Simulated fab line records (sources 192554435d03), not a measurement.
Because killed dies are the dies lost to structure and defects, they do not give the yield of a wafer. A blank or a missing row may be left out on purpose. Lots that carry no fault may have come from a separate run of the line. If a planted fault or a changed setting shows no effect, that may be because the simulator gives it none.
fab line records -- flow n5-finfet
[record] lots = 10, wafers = 30, last-day = 18
route steps=1938 shown ZERO_LAYER@4 BEOL_M4@1095 PASSIVATION@1936
lots that met no fault: taken from a fault-free run of the same line
start-h: hours from the record's opening day to when the first of the lot's shown wafers began -- wait-h: hours since the lot's step before -- " identical to the entry in the row above -- L1.1+2: one row covering several wafers at once -- - no value, or no start was given -- * or withheld: withheld -- < > ~ a bound
route shown NAME@n: names a module that has steps shown in the file, with the first one's number in the route -- usual: mean/standard deviation of fault-free wafers -- same: alike in all rows -- chamber/n: place in a boat -- sites: the reading at each site -- _std_site: the standard deviation of these -- _edge_site: inner sites' mean taken away from outer sites' mean -- radius-mm: for every site, how far away it sits from the centre of the wafer -- mask NAME#n: copy n -- behind: the most recent tool/chamber to have shaped the wafer -- hold: what put the lot on hold/how long, in hours/how the hold closed -- device: whichever transistor did not switch (one of n, p or np) -- end of line: the tests these same wafers got at the end of their route -- a step without rows: its recipe alone -- killed: count of dies lost to structure and defects at first sort (not the wafer's yield) -- map: a wafer's dies, x killed, . not, _ none there
set.NAME: the setting the step ran with; set.NAME@STEP: the setting that earlier step ran with -- model.NAME: the simulator's own value behind a step, which no gauge read
a sample of lots followed through the steps of the route, with each step as a table and each wafer as a row
services: from which hour (start-h, from the record's first day; less than 0 if before it) a tool's chamber was out of use, for how many hours, and why
[[steps]]
[step N5_ZERO_LAYER_PECVD_02]
[recipe] material = SiO2, target-thk-a = 100, temp-c = 400, precursor = SiH4/N2O, pressure-torr = 0.75, rf-w = 275, time-s = 6
[usual] heater-power-w = 785/67, showerhead-plenum-p-Torr = 8.17/0.15
lot.wafer,tool,chamber,start-h,wait-h,heater-power-w,showerhead-plenum-p-Torr
L223.3,pecvd-01,1,12.28,0.0,841,8.12
L223.4,pecvd-01,0,12.28,0.0,785,8.24
L223.6,pecvd-01,1,12.28,0.0,829,8.14
L224.1,pecvd-03,2,18.28,0.0,764,8.20
L224.3,pecvd-03,0,18.28,0.0,818,8.26
L224.5,pecvd-03,1,18.28,0.0,737,7.86
L226.1,pecvd-03,0,30.28,0.0,825,8.30
L226.2,pecvd-03,1,30.28,0.0,686,7.84
L226.6,pecvd-03,0,30.28,0.0,834,8.29
L239.2,pecvd-01,0,108.28,0.0,783,8.22
L239.4,pecvd-01,2,108.28,0.0,758,8.14
L239.6,pecvd-01,0,108.28,0.0,784,8.24
L240.2,pecvd-04,1,114.30,0.0,887,8.23
L240.4,pecvd-04,1,114.30,0.0,858,8.26
L240.5,pecvd-04,2,114.30,0.0,830,8.23
L241.1,pecvd-03,1,120.28,0.0,752,7.84
L241.2,pecvd-03,0,120.28,0.0,737,8.30
L241.5,pecvd-03,1,120.28,0.0,756,7.85
L242.2,pecvd-03,1,126.29,0.0,724,7.86
L242.4,pecvd-03,1,126.29,0.0,745,7.86
L242.5,pecvd-03,0,126.29,0.0,793,8.29
L243.3,pecvd-04,1,132.30,0.0,824,8.27
L243.4,pecvd-04,0,132.30,0.0,777,8.38
L243.5,pecvd-04,2,132.30,0.0,736,8.22
L244.2,pecvd-03,2,138.28,0.0,818,8.14
L244.3,pecvd-03,1,138.28,0.0,748,7.86
L244.5,pecvd-03,2,138.28,0.0,661,8.18
L246.2,pecvd-03,2,150.31,0.0,781,8.20
L246.3,pecvd-03,0,150.31,0.0,842,8.31
L246.5,pecvd-03,2,150.31,0.0,803,8.20
[step N5_BEOL_M4_ANNEAL_91]
[recipe] temp-c = 400, time-s = 240, ambient = vacuum
[usual] heater-power-w = 822/78
lot.wafer,tool,chamber,start-h,wait-h,heater-power-w
L223.3,pvd-sputter-02,-,167.72,0.0,841
L223.4,pvd-sputter-02,-,167.72,0.0,811
L223.6,pvd-sputter-02,-,167.72,0.0,706
L224.1,pvd-sputter-02,-,176.92,0.0,766
L224.3,pvd-sputter-02,-,176.92,0.0,866
L224.5,pvd-sputter-02,-,176.92,0.0,776
L226.1,pvd-sputter-01,-,191.39,0.0,850
L226.2,pvd-sputter-01,-,191.39,0.0,809
L226.6,pvd-sputter-01,-,191.39,0.0,870
L239.2,pvd-sputter-02,-,267.32,0.0,837
L239.4,pvd-sputter-02,-,267.32,0.0,691
L239.6,pvd-sputter-02,-,267.32,0.0,698
L242.2,pvd-sputter-03,-,273.38,0.0,1031
L242.4,pvd-sputter-03,-,273.38,0.0,764
L242.5,pvd-sputter-03,-,273.38,0.0,998
L240.2,pvd-sputter-03,-,278.04,0.0,880
L240.4,pvd-sputter-03,-,278.04,0.0,767
L240.5,pvd-sputter-03,-,278.04,0.0,763
L243.3,pvd-sputter-02,-,306.82,0.0,709
L243.4,pvd-sputter-02,-,306.82,0.0,791
L243.5,pvd-sputter-02,-,306.82,0.0,819
L241.1,pvd-sputter-03,-,310.14,0.0,1011
L241.2,pvd-sputter-03,-,310.14,0.0,872
L241.5,pvd-sputter-03,-,310.14,0.0,1027
L244.2,pvd-sputter-01,-,312.86,0.0,899
L244.3,pvd-sputter-01,-,312.86,0.0,865
L244.5,pvd-sputter-01,-,312.86,0.0,862
L246.2,pvd-sputter-03,-,315.31,0.0,737
L246.3,pvd-sputter-03,-,315.31,0.0,869
L246.5,pvd-sputter-03,-,315.31,0.0,750
[step N5_BEOL_M4_SPUTTER_96]
[recipe] material = Cu, target-thk-a = 45, temp-c = -20, chamber-pressure-pa = 0.07, power-w = withheld, time-s = 8.29
[usual] substrate-temp-c = -20.00/0.1, throttle-valve-pct = 30.1/0.95
lot.wafer,tool,chamber,start-h,wait-h,substrate-temp-c,throttle-valve-pct
L223.3,pvd-sputter-02,-,168.30,0.1,-20.14,30.5
L223.4,pvd-sputter-02,-,168.30,0.1,-20.13,29.5
L223.6,pvd-sputter-02,-,168.30,0.1,-20.05,30.3
L224.1,pvd-sputter-02,-,177.50,0.1,-19.98,31.7
L224.3,pvd-sputter-02,-,177.50,0.1,-19.89,30.4
L224.5,pvd-sputter-02,-,177.50,0.1,-20.14,31.9
L226.1,pvd-sputter-01,-,191.97,0.1,-19.95,29.9
L226.2,pvd-sputter-01,-,191.97,0.1,-19.98,29.0
L226.6,pvd-sputter-01,-,191.97,0.1,-20.25,29.6
L239.2,pvd-sputter-02,-,267.90,0.1,-20.05,30.6
L239.4,pvd-sputter-02,-,267.90,0.1,-20.04,30.4
L239.6,pvd-sputter-02,-,267.90,0.1,-19.85,30.3
L242.2,pvd-sputter-03,-,273.96,0.1,-19.87,29.3
L242.4,pvd-sputter-03,-,273.96,0.1,-19.95,30.1
L242.5,pvd-sputter-03,-,273.96,0.1,-19.88,29.3
L240.2,pvd-sputter-03,-,278.62,0.1,-20.13,29.6
L240.4,pvd-sputter-03,-,278.62,0.1,-20.02,30.3
L240.5,pvd-sputter-03,-,278.62,0.1,-20.10,30.0
L243.3,pvd-sputter-02,-,307.40,0.1,-19.95,30.1
L243.4,pvd-sputter-02,-,307.40,0.1,-20.10,32.0
L243.5,pvd-sputter-02,-,307.40,0.1,-19.82,29.3
L241.1,pvd-sputter-03,-,310.72,0.1,-20.00,29.5
L241.2,pvd-sputter-03,-,310.72,0.1,-20.05,29.7
L241.5,pvd-sputter-03,-,310.72,0.1,-20.06,29.6
L244.2,pvd-sputter-01,-,313.44,0.1,-20.06,31.2
L244.3,pvd-sputter-01,-,313.44,0.1,-20.03,29.7
L244.5,pvd-sputter-01,-,313.44,0.1,-20.02,29.9
L246.2,pvd-sputter-03,-,315.89,0.1,-19.89,30.4
L246.3,pvd-sputter-03,-,315.89,0.1,-20.08,29.6
L246.5,pvd-sputter-03,-,315.89,0.1,-19.89,30.1
[step N5_BEOL_M4_INSPECT_59]
[recipe] inspect-instrument = darkfield, mode = post-dep
[usual] raw-defect-count = 78/25
lot.wafer,tool,chamber,start-h,wait-h,raw-defect-count
L223.3,defect-inspect-02,-,169.37,0.0,68
L223.4,defect-inspect-02,-,169.37,0.0,75
L223.6,defect-inspect-02,-,169.37,0.0,93
L224.1,defect-inspect-02,-,178.58,0.0,129
L224.3,defect-inspect-02,-,178.58,0.0,73
L224.5,defect-inspect-02,-,178.58,0.0,105
L226.1,defect-inspect-01,-,193.09,0.0,87
L226.2,defect-inspect-01,-,193.09,0.0,88
L226.6,defect-inspect-01,-,193.09,0.0,54
L239.2,defect-inspect-01,-,269.42,0.0,87
L239.4,defect-inspect-01,-,269.42,0.0,98
L239.6,defect-inspect-01,-,269.42,0.0,100
L242.2,defect-inspect-02,-,275.10,0.0,68
L242.4,defect-inspect-02,-,275.10,0.0,83
L242.5,defect-inspect-02,-,275.10,0.0,83
L240.2,defect-inspect-01,-,279.69,0.0,65
L240.4,defect-inspect-01,-,279.69,0.0,38
L240.5,defect-inspect-01,-,279.69,0.0,37
L243.3,defect-inspect-02,-,308.90,0.0,111
L243.4,defect-inspect-02,-,308.90,0.0,129
L243.5,defect-inspect-02,-,308.90,0.0,112
L241.1,defect-inspect-02,-,311.87,0.0,71
L241.2,defect-inspect-02,-,311.87,0.0,90
L241.5,defect-inspect-02,-,311.87,0.0,78
L244.2,defect-inspect-01,-,314.64,0.0,61
L244.3,defect-inspect-01,-,314.64,0.0,113
L244.5,defect-inspect-01,-,314.64,0.0,190
L246.2,defect-inspect-02,-,316.96,0.0,68
L246.3,defect-inspect-02,-,316.96,0.0,80
L246.5,defect-inspect-02,-,316.96,0.0,77
[step N5_BEOL_M4_RC_MEAS_101]
[usual] CJ_N = 4.35/0.093, DIBL_N = 36.0/2, DIBL_P = 36.2/2.2, IOFF_N = 0.16/0.034, IOFF_P = 0.21/0.04, ION_N = 675/12, ION_P = 463/7.2, SS_N = 71.6/0.6, SS_P = 73.3/0.67, VT_N = 250/3, VT_P = -251/3.4
lot.wafer,tool,chamber,start-h,wait-h,CJ_N,DIBL_N[mV/V],DIBL_P[mV/V],IOFF_N[nA/um],IOFF_P[nA/um],ION_N[uA/um],ION_P[uA/um],SS_N[mV/dec],SS_P[mV/dec],VT_N[mV],VT_P[mV]
L223.3,prober-02,0,169.71,0.3,4.36,37.7,36.6,0.17,0.21,670,452,72.3,74.3,251,-252
L223.4,prober-02,0,169.71,0.3,4.29,35.6,34.6,0.12,0.18,662,457,72.2,73.1,253,-255
L223.6,prober-02,0,169.71,0.3,4.31,35.6,34.4,0.14,0.18,650,451,71.8,73.6,250,-256
L224.1,prober-01,0,178.60,0.0,4.44,38.6,39.1,0.22,0.26,692,468,71.6,73.7,248,-250
L224.3,prober-01,0,178.60,0.0,4.33,37.0,37.7,0.19,0.24,684,467,71.2,73.8,246,-248
L224.5,prober-01,0,178.60,0.0,4.45,36.2,36.8,0.18,0.22,683,464,71.8,73.9,245,-250
L226.1,prober-02,0,193.11,0.0,4.07,36.8,38.3,0.19,0.23,681,465,71.9,72.8,248,-249
L226.2,prober-02,0,193.11,0.0,3.93,34.8,36.3,0.15,0.20,670,461,71.5,72.7,251,-251
L226.6,prober-02,0,193.11,0.0,4.01,35.9,37.6,0.17,0.21,669,461,71.4,72.6,248,-251
L239.2,prober-01,0,269.60,0.2,4.29,37.9,38.1,0.19,0.26,691,474,72.3,73.6,248,-245
L239.4,prober-01,0,269.60,0.2,4.28,37.9,37.8,0.19,0.26,697,472,72.0,73.1,245,-245
L239.6,prober-01,0,269.60,0.2,4.28,36.9,36.9,0.17,0.23,681,464,71.6,73.2,248,-249
L242.2,prober-02,0,275.28,0.2,4.29,35.3,36.7,0.16,0.24,681,470,71.8,73.5,248,-247
L242.4,prober-02,0,275.28,0.2,4.52,39.6,39.8,0.24,0.31,696,475,73.1,74.0,248,-246
L242.5,prober-02,0,275.28,0.2,4.49,34.0,33.5,0.14,0.20,660,460,71.3,72.9,251,-250
L240.2,prober-02,0,279.87,0.2,4.22,34.0,35.0,0.12,0.19,664,466,70.8,73.1,256,-253
L240.4,prober-02,0,279.87,0.2,4.37,35.0,35.1,0.13,0.19,669,453,71.7,73.5,253,-253
L240.5,prober-02,0,279.87,0.2,4.22,33.0,33.5,0.11,0.17,653,459,70.2,72.1,256,-252
L243.3,prober-02,0,309.24,0.3,4.36,38.0,38.2,0.18,0.23,675,462,71.4,74.1,250,-248
L243.4,prober-02,0,309.24,0.3,4.39,38.9,39.1,0.20,0.27,683,470,72.0,74.2,248,-247
L243.5,prober-02,0,309.24,0.3,4.39,38.2,38.4,0.18,0.23,682,469,72.5,74.7,248,-247
L241.1,prober-01,0,312.55,0.7,4.35,33.4,32.6,0.12,0.18,668,465,70.8,72.4,254,-252
L241.2,prober-01,0,312.55,0.7,4.25,39.1,40.0,0.22,0.32,695,480,72.0,74.7,245,-243
L241.5,prober-01,0,312.55,0.7,4.33,38.7,39.9,0.21,0.30,685,468,72.5,74.8,247,-247
L244.2,prober-02,0,314.82,0.2,4.25,36.8,36.9,0.16,0.20,672,463,71.1,73.5,249,-253
L244.3,prober-02,0,314.82,0.2,4.53,38.6,37.4,0.20,0.21,692,465,71.9,73.9,247,-251
L244.5,prober-02,0,314.82,0.2,4.34,34.2,32.8,0.13,0.16,664,452,71.2,71.9,252,-254
L246.2,prober-01,0,317.14,0.2,4.13,34.0,33.6,0.12,0.18,669,459,71.1,73.0,253,-252
L246.3,prober-01,0,317.14,0.2,4.18,35.2,34.5,0.14,0.19,666,456,71.7,73.5,252,-254
L246.5,prober-01,0,317.14,0.2,4.19,35.9,34.8,0.15,0.19,673,456,71.7,72.7,250,-253
[step N5_PASSIVATION_PROBE_49]
[usual] defect-limited-yield = 91.5/1.5, killed_at_M0_to_M3 = 33/10, killed_at_M4_up = 15/6.4, killed-at-contacts = 12/5.4, killed-at-front-end = 38/9.8, killed-at-other = 4/3.1, killed-dies = 101/18, killed-open = 67/14, killed-short = 33/7.9, sort_bin_5_function = 5.0/1, sort_bin_6_memory = 3.2/0.67, sort-n-pass = 1079/18, sort-yield-pct = 91.5/1.5
[same] gross-dies = 1180, killed-at-back-side = 0, sort_bin_4_leakage[%] = 0, sort_bin_8_speed[%] = 0
lot.wafer,tool,chamber,start-h,wait-h,defect-limited-yield[%],killed_at_M0_to_M3,killed_at_M4_up,killed-at-contacts,killed-at-front-end,killed-at-other,killed-dies,killed-open,killed-short,sort_bin_5_function[%],sort_bin_6_memory[%],sort-n-pass,sort-yield-pct[%]
L239.2,prober-02,-,399.45,0.1,87.8,45,7,15,72,5,144,83,61,7.3,4.3,1036,87.8
L239.4,prober-02,-,399.55,0.2,89.9,30,15,13,49,12,119,87,32,6.4,3.4,1061,89.9
L239.6,prober-02,-,399.65,0.3,90.6,35,13,17,41,5,111,73,38,5.6,3.6,1069,90.6
// killed by level:class
L239.2 FIN_SAQP:geometric-particle:open=28 FIN_SAQP:geometric-particle:short=23 BEOL_M0_SAQP:geometric-particle:open=14 BEOL_M0_SAQP:geometric-particle:short=14 MOL_CONTACT_COAG:geometric-particle:open=11 STI_FIN_REVEAL:geometric-particle:open=5 GATE_CUT:geometric-particle:short=5 BEOL_M3:geometric-particle:open=5
L239.4 FIN_SAQP:geometric-particle:open=27 MOL_CONTACT_COAG:geometric-particle:open=11 FIN_SAQP:geometric-particle:short=9 BEOL_M0_SAQP:geometric-particle:open=8 BEOL_M0_SAQP:geometric-particle:short=5 BEOL_M3:geometric-particle:open=5 BEOL_M7:geometric-particle:open=4 BEOL_M4:geometric-particle:open=4
L239.6 MOL_CONTACT_COAG:geometric-particle:open=13 BEOL_M0_SAQP:geometric-particle:open=12 FIN_SAQP:geometric-particle:open=10 BEOL_M0_SAQP:geometric-particle:short=10 FIN_SAQP:geometric-particle:short=8 STI_FIN_REVEAL:geometric-particle:open=6 BEOL_M4:geometric-particle:open=6 GATE_CUT:geometric-particle:short=5
[[services]]
tool,chamber,start-h,hours,kind
pecvd-01,1,0.15,2.1,scheduled-down
pecvd-03,-,0.63,1.5,repair
pvd-sputter-03,-,4.05,6.9,repair
pecvd-04,2,21.12,-,clean
pecvd-04,2,21.12,-,consumable-replace:showerhead
pecvd-03,1,26.52,2.1,scheduled-down
pvd-sputter-02,-,33.97,1.4,repair
pecvd-03,-,43.67,0.9,repair
pecvd-01,-,51.57,2.8,pm
pecvd-04,-,80.50,2.7,repair
pecvd-01,-,110.41,6.0,pm
pecvd-01,0,124.34,8.1,repair
pecvd-03,2,202.38,-,clean
pecvd-03,2,202.38,-,consumable-replace:showerhead
pecvd-03,2,202.38,29.0,scheduled-down
pecvd-03,2,202.38,29.0,vent-cycle
pecvd-04,2,233.81,14.8,repair
pecvd-04,-,237.05,0.8,repair
pecvd-03,-,255.45,3.2,repair
pecvd-03,0,264.70,12.5,repair
pecvd-04,-,264.72,2.1,repair
pvd-sputter-01,-,272.12,7.8,repair
pecvd-03,0,286.79,6.2,repair
pecvd-03,1,289.53,4.4,repair
[[key]]
[first-sign] step = N5_BEOL_M4_RC_MEAS_101, reading = CJ_N, direction = down, sigmas = 3.7, usual = 4.35, struck = 4.00
effect none on later readings
met-at N5_ZERO_LAYER_PECVD_02
struck-lots L226
not-acting-at N5_BEOL_M4_ANNEAL_91,N5_BEOL_M4_SPUTTER_96,N5_BEOL_M4_INSPECT_59
onset-between 18.28 30.28
[fault] kind = process-parameter-drift, tool = pecvd-03, chamber = -, onset-h = 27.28, steps = N5_ZERO_LAYER_PECVD_02, channel = time-s, offset = *, shape = step, end-h = 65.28, acts-in = *, stated = *
